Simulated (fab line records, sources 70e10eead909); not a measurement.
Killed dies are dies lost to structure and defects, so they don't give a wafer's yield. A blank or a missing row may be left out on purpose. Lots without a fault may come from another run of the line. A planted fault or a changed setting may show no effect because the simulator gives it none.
fab line records | flow nand_harc
record lots=6 wafers=18 last_day=33
route steps=1302 shown A_ONON_D2@552 END@1302
lots that met no fault: from a run of the same line without faults
start_h: hours from the record's first day to the start of the lot's first wafer shown | wait_h: hours since the lot's step before | " the same as in the row above | L1.1+2: a row that stands for several wafers | - no value, or no start given | * or withheld: withheld | < > ~ a bound
route shown NAME@n: a module of which the file shows steps, and the number in the route of the first | usual: mean/standard deviation of fault-free wafers | same: alike in all rows | chamber/n: place in a boat | sites: the reading at each site | _std_site: their standard deviation | _edge_site: outer sites' mean less inner sites' | radius_mm: how far each site lies from the wafer's centre | mask NAME#n: copy n | behind: the tool/chamber that last shaped the wafer | hold: why the lot was held/for how many hours/how that ended | device: the transistor (n, p or np) that didn't switch | end of line: the same wafers' tests at the end of the route | a step without rows: its recipe alone | killed: dies lost to structure and defects at the first sort, not the wafer's yield | map: a wafer's dies, x killed, . not, _ none there
set.NAME: the setting as run; set.NAME@STEP: as run at that earlier step | model.NAME: the simulator's own value behind a step, which no gauge read
lots at some steps of the route; a table a step, a row a wafer
services: from which hour (start_h, from the record's first day; less than 0 if before it) a tool's chamber was out of use, for how many hours, and why
## steps
# step NHARC_A_ONON_D2_THK_MEAS_11
# recipe thk_meas_gauge=ellipsometry
# usual thk_nm=999/8.6
# columns lot.wafer tool chamber start_h wait_h thk_nm
L354.1 film_metro-01 - 297.93 - 1001
L354.3 " - " " 1000
L354.4 " - " " 1000
L362.2 film_metro-01 - 383.09 - 989
L362.4 " - " " 991
L362.6 " - " " 990
L364.3 film_metro-01 - 388.64 - 986
L364.4 " - " " 986
L364.5 " - " " 983
L371.1 film_metro-01 - 482.80 - 991
L371.3 " - " " 992
L371.5 " - " " 990
L373.3 film_metro-02 - 488.34 - 1004
L373.4 " - " " 1004
L373.6 " - " " 1004
L375.4 film_metro-02 - 502.39 - 994
L375.5 " - " " 993
L375.6 " - " " 991
# step NHARC_A_ONON_D2_DEP_12
# recipe target_thk_a=10000 n2_flow_sccm=2750 n2o_flow_sccm=2000 nh3_flow_sccm=500 sih4_flow_sccm=210 temp_c=400
# step NHARC_A_ONON_D2_THK_MEAS_14
# recipe thk_meas_gauge=ellipsometry
# usual thk_nm=1002/8.4
# columns lot.wafer tool chamber start_h wait_h thk_nm
L354.1 film_metro-01 - 298.50 - 1004
L354.3 " - " " 1004
L354.4 " - " " 1004
L362.2 film_metro-01 - 383.65 - 1014
L362.4 " - " " 1015
L362.6 " - " " 1015
L364.3 film_metro-01 - 389.21 - 1004
L364.4 " - " " 1005
L364.5 " - " " 1004
L371.1 film_metro-01 - 483.36 - 1020
L371.3 " - " " 1021
L371.5 " - " " 1019
L373.3 film_metro-02 - 488.91 - 981
L373.4 " - " " 982
L373.6 " - " " 984
L375.4 film_metro-01 - 502.95 - 996
L375.5 " - " " 995
L375.6 " - " " 996
# step NHARC_A_ONON_D2_ANNEAL_15
# recipe temp_c=750 time_s=3600
# step NHARC_A_ONON_D2_DEP_16
# recipe target_thk_a=10000 n2_flow_sccm=2750 n2o_flow_sccm=2000 nh3_flow_sccm=500 sih4_flow_sccm=210 temp_c=400
# step NHARC_A_ONON_D2_THK_MEAS_18
# recipe thk_meas_gauge=ellipsometry
# usual thk_nm=1001/8
# columns lot.wafer tool chamber start_h wait_h thk_nm
L354.1 film_metro-02 - 305.88 - 994
L354.3 " - " " 993
L354.4 " - " " 993
L362.2 film_metro-01 - 391.56 - 1009
L362.4 " - " " 1006
L362.6 " - " " 1007
L364.3 film_metro-01 - 396.56 - 992
L364.4 " - " " 991
L364.5 " - " " 993
L371.1 film_metro-02 - 490.91 - 984
L371.3 " - " " 985
L371.5 " - " " 983
L373.3 film_metro-02 - 497.18 - 993
L373.4 " - " " 993
L373.6 " - " " 992
L375.4 film_metro-02 - 510.35 - 1016
L375.5 " - " " 1014
L375.6 " - " " 1016
# step NHARC_A_ONON_D2_DEP_19
# recipe target_thk_a=10000 n2_flow_sccm=2750 n2o_flow_sccm=2000 nh3_flow_sccm=500 sih4_flow_sccm=210 temp_c=400
# step NHARC_A_ONON_D2_THK_MEAS_21
# recipe thk_meas_gauge=ellipsometry
# usual thk_nm=999/7.9
# columns lot.wafer tool chamber start_h wait_h thk_nm
L354.1 film_metro-02 - 306.45 - 998
L354.3 " - " " 997
L354.4 " - " " 1000
L362.2 film_metro-02 - 392.13 - 1009
L362.4 " - " " 1011
L362.6 " - " " 1010
L364.3 film_metro-01 - 397.12 - 999
L364.4 " - " " 999
L364.5 " - " " 998
L371.1 film_metro-01 - 491.47 - 991
L371.3 " - " " 992
L371.5 " - " " 993
L373.3 film_metro-02 - 498.03 - 993
L373.4 " - " " 995
L373.6 " - " " 994
L375.4 film_metro-02 - 510.92 - 996
L375.5 " - " " 995
L375.6 " - " " 998
# step NHARC_A_ONON_D2_DEP_22
# recipe target_thk_a=10000 n2_flow_sccm=2750 n2o_flow_sccm=2000 nh3_flow_sccm=500 sih4_flow_sccm=210 temp_c=400
# step NHARC_A_ONON_D2_THK_MEAS_24
# recipe thk_meas_gauge=ellipsometry
# usual thk_nm=998/6.2
# columns lot.wafer tool chamber start_h wait_h thk_nm
L354.1 film_metro-02 - 307.02 - 990
L354.3 " - " " 990
L354.4 " - " " 990
L362.2 film_metro-02 - 392.69 - 998
L362.4 " - " " 996
L362.6 " - " " 996
L364.3 film_metro-01 - 397.68 - 991
L364.4 " - " " 990
L364.5 " - " " 993
L371.1 film_metro-02 - 492.04 - 1000
L371.3 " - " " 1001
L371.5 " - " " 1000
L373.3 film_metro-01 - 498.60 - 989
L373.4 " - " " 990
L373.6 " - " " 988
L375.4 film_metro-02 - 511.49 - 994
L375.5 " - " " 993
L375.6 " - " " 994
# step NHARC_A_ONON_D2_DEP_25
# recipe target_thk_a=10000 n2_flow_sccm=2750 n2o_flow_sccm=2000 nh3_flow_sccm=500 sih4_flow_sccm=210 temp_c=400
# step NHARC_A_ONON_D2_THK_MEAS_27
# recipe thk_meas_gauge=ellipsometry
# usual thk_nm=997/9.2
# columns lot.wafer tool chamber start_h wait_h thk_nm
L354.1 film_metro-02 - 307.58 - 1002
L354.3 " - " " 1002
L354.4 " - " " 1004
L362.2 film_metro-02 - 393.26 - 997
L362.4 " - " " 998
L362.6 " - " " 997
L364.3 film_metro-02 - 398.24 - 992
L364.4 " - " " 992
L364.5 " - " " 991
L371.1 film_metro-01 - 492.61 - 998
L371.3 " - " " 998
L371.5 " - " " 997
L373.3 film_metro-01 - 499.17 - 1017
L373.4 " - " " 1018
L373.6 " - " " 1016
L375.4 film_metro-01 - 512.05 - 1001
L375.5 " - " " 998
L375.6 " - " " 999
# step NHARC_A_ONON_D2_DEP_28
# recipe target_thk_a=10000 n2_flow_sccm=2750 n2o_flow_sccm=2000 nh3_flow_sccm=500 sih4_flow_sccm=210 temp_c=400
# columns lot.wafer tool chamber start_h wait_h
L354.1+3+4 pecvd_onon-03 0 307.64 0.1
L362.2+4+6 pecvd_onon-03 0 393.37 0.1
L364.3+4+5 pecvd_onon-03 0 398.42 0.2
L371.1+3+5 pecvd_onon-03 0 492.66 0.1
L373.3+4+6 pecvd_onon-01 0 499.34 0.2
L375.4+5+6 pecvd_onon-04 0 512.28 0.2
# step NHARC_A_ONON_D2_THK_MEAS_30
# recipe thk_meas_gauge=ellipsometry
# usual thk_nm=996/9.7
# columns lot.wafer tool chamber start_h wait_h thk_nm
L354.1 film_metro-01 - 308.15 - 993
L354.3 " - " " 992
L354.4 " - " " 992
L362.2 film_metro-01 - 393.83 - 940
L362.4 " - " " 937
L362.6 " - " " 939
L364.3 film_metro-02 - 398.81 - 927
L364.4 " - " " 928
L364.5 " - " " 926
L371.1 film_metro-02 - 493.17 - 1005
L371.3 " - " " 1006
L371.5 " - " " 1007
L373.3 film_metro-02 - 499.74 - 996
L373.4 " - " " 995
L373.6 " - " " 995
L375.4 film_metro-01 - 512.61 - 978
L375.5 " - " " 976
L375.6 " - " " 978
# step NHARC_A_ONON_D2_DEP_33
# recipe target_thk_a=2000 temp_c=400 pressure_torr=6.5 rf_w=900 teos_flow_sccm=161.4 flow_sccm=2650 target_thk_nm=200 gas=O2 material=SiO2
# usual heater_power_w=562/85 throttle_valve_pct=15.9/0.51
# columns lot.wafer tool chamber start_h wait_h heater_power_w throttle_valve_pct
L354.1 pecvd-04 1 308.21 0.1 451 16.7
L354.3 " 0 " " 679 16.0
L354.4 " 0 " " 503 15.9
L362.2 pecvd-03 2 393.93 0.1 635 16.4
L362.6 " 1 " " 569 15.5
L362.4 " 0 " " 554 14.9
L364.3 pecvd-02 0 398.96 0.1 555 16.6
L364.4 " 1 " " 448 15.5
L364.5 " 2 " " 474 15.9
L371.3 pecvd-03 0 493.23 0.1 456 15.8
L371.1 " 2 " " 638 16.3
L371.5 " 2 " " 630 16.5
L373.3 pecvd-03 1 499.79 0.1 574 15.1
L373.4 " 2 " " 546 16.5
L373.6 " 0 " " 562 15.5
L375.5 pecvd-04 0 512.93 0.3 693 15.6
L375.6 " 1 " " 509 16.6
L375.4 " 2 " " 569 16.3
# step NHARC_END_SORT_01
# recipe temp_c=25
# usual killed_at_array=45/18 killed_at_other=0.9/1.3 killed_at_periphery=3.7/2.2 killed_dies=50/18 killed_open=3.2/1.9 killed_short=2.4/1.6
# same gross_dies=677
# columns lot.wafer tool chamber start_h wait_h killed_at_array killed_at_other killed_at_periphery killed_dies killed_open killed_short
L354.1 prober-01 0 578.37 2.5 26 0 3 29 2 6
L354.3 prober-01 0 579.97 3.1 41 1 2 44 4 4
L354.4 prober-01 0 580.77 3.4 55 0 1 56 8 6
L364.3 prober-01 0 668.07 3.1 50 0 3 53 6 4
L364.4 prober-01 0 668.88 3.4 34 0 4 38 7 0
L364.5 prober-01 0 669.68 3.7 43 0 4 47 6 2
L371.1 prober-02 0 766.04 2.5 34 3 2 39 5 1
L371.3 prober-02 0 767.62 3.1 71 0 0 71 2 0
L371.5 prober-02 0 769.21 3.7 62 1 2 65 3 1
L375.4 prober-02 0 776.21 3.4 75 1 5 81 5 1
L375.5 prober-02 0 777.03 3.8 74 1 2 77 3 1
L375.6 prober-02 0 777.85 4.1 45 2 0 47 3 0
L373.3 prober-02 0 783.26 3.1 16 2 3 21 5 2
L373.4 prober-02 0 784.05 3.4 28 3 3 34 2 3
L373.6 prober-02 0 785.63 4.0 18 0 4 22 4 3
# killed by level:class
L354.1 A_SLIT:chamber_film_flake=12 A_CHANNEL_FILL_D1:geometric_particle:short=3 A_DECK1_JOINT:chamber_film_flake=2 A_CHANNEL_HOLE_D2:chamber_film_flake=2 A_WL_FILL:chamber_film_flake=2 P_GATE:geometric_particle:open=1 A_ONON_D1:geometric_particle:short=1 A_ONON_D1:geometric_particle:open=1
L354.3 A_SLIT:chamber_film_flake=16 A_CHANNEL_HOLE_D2:chamber_film_flake=9 A_CONTACT:chamber_film_flake=6 A_CHANNEL_FILL_D2:geometric_particle:open=2 A_CHANNEL_FILL_D2:chamber_film_flake=2 P_STI:geometric_particle:short=1 P_M1:geometric_particle:short=1 A_ONON_D2:geometric_particle:open=1
L354.4 A_SLIT:chamber_film_flake=29 A_CHANNEL_HOLE_D2:chamber_film_flake=7 A_CONTACT:chamber_film_flake=5 A_M0:geometric_particle:open=4 A_SOURCE_PLATE:geometric_particle:short=2 A_SOURCE_PLATE:geometric_particle:open=2 A_M0:geometric_particle:short=2 P_M1:geometric_particle:open=1
L364.3 A_CHANNEL_HOLE_D2:chamber_film_flake=24 A_SLIT:chamber_film_flake=7 A_STAIRCASE:chamber_film_flake=4 A_M1:chamber_film_flake=4 A_CHANNEL_HOLE_D1:chamber_film_flake=3 A_ONON_D1:geometric_particle:short=2 A_WL_FILL:geometric_particle:open=2 P_CONTACT:geometric_particle:open=1
L364.4 A_CHANNEL_HOLE_D2:chamber_film_flake=10 A_STAIRCASE:chamber_film_flake=5 A_M1:chamber_film_flake=4 A_SLIT:chamber_film_flake=3 A_CONTACT:chamber_film_flake=3 A_ZERO_WELL:chamber_film_flake=2 A_CHANNEL_HOLE_D1:chamber_film_flake=2 P_CONTACT:geometric_particle:open=1
L364.5 A_CHANNEL_HOLE_D1:chamber_film_flake=11 A_CHANNEL_HOLE_D2:chamber_film_flake=10 A_M1:chamber_film_flake=4 A_ZERO_WELL:chamber_film_flake=3 A_SLIT:chamber_film_flake=3 P_GATE:chamber_film_flake=2 A_STAIRCASE:chamber_film_flake=2 A_CONTACT:chamber_film_flake=2
L371.1 A_SLIT:chamber_film_flake=11 A_CHANNEL_HOLE_D2:chamber_film_flake=8 A_CHANNEL_HOLE_D1:chamber_film_flake=4 THIN_TSV:chamber_film_flake=3 P_GATE:chamber_film_flake=2 A_DECK1_JOINT:chamber_film_flake=2 A_CONTACT:chamber_film_flake=2 A_DECK1_JOINT:geometric_particle:short=1
L371.3 A_SLIT:chamber_film_flake=32 A_CHANNEL_HOLE_D2:chamber_film_flake=17 A_CHANNEL_HOLE_D1:chamber_film_flake=12 A_CONTACT:chamber_film_flake=7 A_CHANNEL_HOLE_D1:geometric_particle:open=1 A_CHANNEL_FILL_D2:geometric_particle:open=1 A_DECK1_JOINT:chamber_film_flake=1
L371.5 A_SLIT:chamber_film_flake=39 A_CHANNEL_HOLE_D2:chamber_film_flake=10 A_CHANNEL_HOLE_D1:chamber_film_flake=6 A_CONTACT:chamber_film_flake=4 P_M0:geometric_particle:open=1 A_DECK1_JOINT:geometric_particle:open=1 A_ONON_D2:geometric_particle:short=1 A_CHANNEL_FILL_D2:geometric_particle:open=1
L375.4 A_SLIT:chamber_film_flake=32 A_CHANNEL_HOLE_D2:chamber_film_flake=16 A_CHANNEL_HOLE_D1:chamber_film_flake=10 A_CONTACT:chamber_film_flake=10 P_STI:chamber_film_flake=2 A_STAIRCASE:chamber_film_flake=2 P_CONTACT:geometric_particle:short=1 A_CHANNEL_FILL_D1:geometric_particle:open=1
L375.5 A_SLIT:chamber_film_flake=25 A_CHANNEL_HOLE_D2:chamber_film_flake=24 A_CHANNEL_HOLE_D1:chamber_film_flake=11 A_CONTACT:chamber_film_flake=9 P_STI:geometric_particle:open=1 A_CHANNEL_HOLE_D1:geometric_particle:open=1 A_ONON_D2:geometric_particle:open=1 A_ONON_D2:geometric_particle:short=1
L375.6 A_SLIT:chamber_film_flake=13 A_CHANNEL_HOLE_D2:chamber_film_flake=12 A_CHANNEL_HOLE_D1:chamber_film_flake=10 A_CONTACT:chamber_film_flake=6 A_SGD_CUT:geometric_particle:open=1 A_CONTACT:geometric_particle:open=1 STARTING-WAFER:geometric_particle:open=1 A_CHANNEL_FILL_D1:chamber_film_flake=1
L373.3 A_CONTACT:chamber_film_flake=4 A_SLIT:chamber_film_flake=3 P_GATE:chamber_film_flake=2 THIN_TSV:chamber_film_flake=2 P_CONTACT:geometric_particle:open=1 A_SOURCE_PLATE:geometric_particle:open=1 A_DECK1_JOINT:geometric_particle:short=1 A_ONON_D2:geometric_particle:short=1
L373.4 A_SLIT:chamber_film_flake=11 A_CONTACT:chamber_film_flake=10 A_CHANNEL_HOLE_D2:chamber_film_flake=2 THIN_TSV:chamber_film_flake=2 P_CONTACT:geometric_particle:short=1 A_CHANNEL_FILL_D1:geometric_particle:open=1 A_DECK1_JOINT:geometric_particle:short=1 A_M1:geometric_particle:open=1
L373.6 A_SLIT:chamber_film_flake=9 P_ZERO_WELL:chamber_film_flake=3 A_CONTACT:chamber_film_flake=2 P_M1:geometric_particle:open=1 A_ONON_D1:geometric_particle:short=1 A_DECK1_JOINT:geometric_particle:short=1 A_ONON_D2:geometric_particle:open=1 A_CHANNEL_FILL_D2:geometric_particle:short=1
## services
# columns tool chamber start_h hours kind
pecvd-02 1 293.40 53.9 repair
pecvd_onon-04 - 311.30 13.0 pm
pecvd-03 - 366.24 13.0 pm
pecvd-03 0 366.24 13.0 vent_cycle
pecvd-03 1 366.24 13.0 vent_cycle
pecvd-03 2 366.24 13.0 vent_cycle
pecvd-02 - 377.74 1.3 repair
pecvd-03 0 379.24 - clean
pecvd-03 1 379.24 - clean
pecvd-03 2 379.24 - clean
pecvd_onon-03 - 408.00 13.0 pm
pecvd-02 - 408.13 13.0 pm
pecvd-02 0 408.13 13.0 vent_cycle
pecvd-03 - 430.47 0.7 repair
pecvd_onon-01 - 450.27 13.0 pm
pecvd-04 - 450.41 13.0 pm
pecvd-04 0 450.41 13.0 vent_cycle
pecvd-04 1 450.41 13.0 vent_cycle
pecvd-04 2 450.41 13.0 vent_cycle
pecvd-04 0 463.41 - clean
pecvd-04 1 463.41 - clean
pecvd-04 2 463.41 - clean
pecvd_onon-04 - 492.45 13.0 pm
pecvd-04 0 506.88 3.0 repair
## key
first_sign step=NHARC_A_ONON_D2_THK_MEAS_30 reading=thk_nm direction=down sigmas=6.6 usual=996 struck=933
effect none on later readings
met_at NHARC_A_ONON_D2_DEP_28
struck_wafers L362.2,L362.4,L362.6,L364.3,L364.4,L364.5
tester_left_out L362,L364
onset_between 307.64 393.37
fault kind=process_parameter_drift tool=pecvd_onon-03 chamber=- onset_h=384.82 steps=NHARC_A_ONON_D2_DEP_28 channel=target_thk_a offset=* shape=step end_h=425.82 acts_in=* stated=*
# tester_left_out: of these lots the tester's yield and bins aren't shown, on N5 and GAA mostly nor the transistor test; their killed dies are dies lost to structure and defects alone, not to doping, threshold or leakage, so they don't give the yield
